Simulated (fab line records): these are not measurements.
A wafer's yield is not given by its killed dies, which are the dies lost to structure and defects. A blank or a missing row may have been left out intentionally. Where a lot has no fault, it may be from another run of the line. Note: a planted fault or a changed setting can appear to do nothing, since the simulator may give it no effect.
Which tool was responsible? :: flow n5-finfet :: 24 lots (72 wafers sampled), 1 step of a 1938-step route

## WHAT THE GAUGES READ, wafer by wafer
N5_BEOL_M11_CD_MEAS_11: the cd target is 64.1 nm. Usual: cd-nm 64.4 nm, standard deviation 0.64.
lot: L074
measured: day 10 03:03
on: cd-sem-02
cd-nm (nm): 63.3 63.6 63.8
flag: 

lot: L076
measured: day 10 08:02
on: cd-sem-01
cd-nm (nm): 63.7 64.1 65.6
flag: 

lot: L075
measured: day 10 14:53
on: cd-sem-01
cd-nm (nm): 64.8 65.1 65.9
flag: 

lot: L078
measured: day 11 09:08
on: cd-sem-01
cd-nm (nm): 64.6 63.7 64.2
flag: 

lot: L077
measured: day 11 18:24
on: cd-sem-03
cd-nm (nm): 64.6 64.0 64.4
flag: 

lot: L079
measured: day 11 18:28
on: cd-sem-03
cd-nm (nm): 64.5 63.5 63.9
flag: 

lot: L080
measured: day 12 06:14
on: cd-sem-02
cd-nm (nm): 63.9 64.4 65.5
flag: 

lot: L083
measured: day 12 11:40
on: cd-sem-02
cd-nm (nm): 65.3 63.7 64.6
flag: 

lot: L081
measured: day 12 12:33
on: cd-sem-02
cd-nm (nm): 64.1 65.1 63.3
flag: 

lot: L082
measured: day 12 14:52
on: cd-sem-02
cd-nm (nm): 63.3 63.4 64.7
flag: 

lot: L085
measured: day 12 22:18
on: cd-sem-02
cd-nm (nm): 64.5 63.8 62.9
flag: 

lot: L084
measured: day 13 05:25
on: cd-sem-03
cd-nm (nm): 64.7 63.8 64.2
flag: 

lot: L086
measured: day 13 17:46
on: cd-sem-01
cd-nm (nm): 65.7 64.9 64.8
flag: 

lot: L088
measured: day 13 18:01
on: cd-sem-01
cd-nm (nm): 64.4 64.6 64.3
flag: 

lot: L087
measured: day 14 01:28
on: cd-sem-01
cd-nm (nm): 63.5 63.3 64.4
flag: 

lot: L090
measured: day 14 07:33
on: cd-sem-02
cd-nm (nm): 65.5 63.9 64.0
flag: 

lot: L092
measured: day 14 11:42
on: cd-sem-02
cd-nm (nm): 64.3 62.7 63.3
flag: 

lot: L089
measured: day 14 12:01
on: cd-sem-01
cd-nm (nm): 64.1 63.8 64.2
flag: 

lot: L091
measured: day 14 15:35
on: cd-sem-02
cd-nm (nm): 65.2 64.7 64.2
flag: 

lot: L095
measured: day 15 08:16
on: cd-sem-03
cd-nm (nm): 64.6 64.8 65.3
flag: 

lot: L094
measured: day 15 08:46
on: cd-sem-01
cd-nm (nm): 64.7 64.8 64.0
flag: 

lot: L093
measured: day 15 11:04
on: cd-sem-01
cd-nm (nm): 63.6 64.6 64.8
flag: 

lot: L097
measured: day 15 23:59
on: cd-sem-02
cd-nm (nm): 63.5 64.5 65.4
flag: 

lot: L096
measured: day 16 04:40
on: cd-sem-01
cd-nm (nm): 65.0 64.6 64.6
flag: 

## EACH LOT AND THE TOOL THAT RAN IT (in order: tool; ch and the chambers of the sampled wafers; start)
There is no process step in the record ahead of these readings.

## AS READ BY THE TOOLS THEMSELVES (means over the sampled wafers that have a number; for cases with no such wafer, the mark the record gives instead)
The record holds no such reading with a usual standard deviation.

## THE ANSWER, worked out from the rows above alone
Rule: a lot is off if the mean of its wafers that have a number lies more than 3 standard deviations from the usual mean. A lot without any number at a reading at which 4 lots or more have one is off too. Where the step has rows for the other lots, those lots are counted as sound. The gauges are gone through in route order, then the tools' own readings, and for those a lot's mean is taken as printed above. At the first step where some lot is off, the reading lying furthest off is the one used; lots without a number count as furthest.
No lot is off at any reading shown: from this, nothing can be told.

## WHAT HAD BEEN PUT IN BY THE SIMULATOR
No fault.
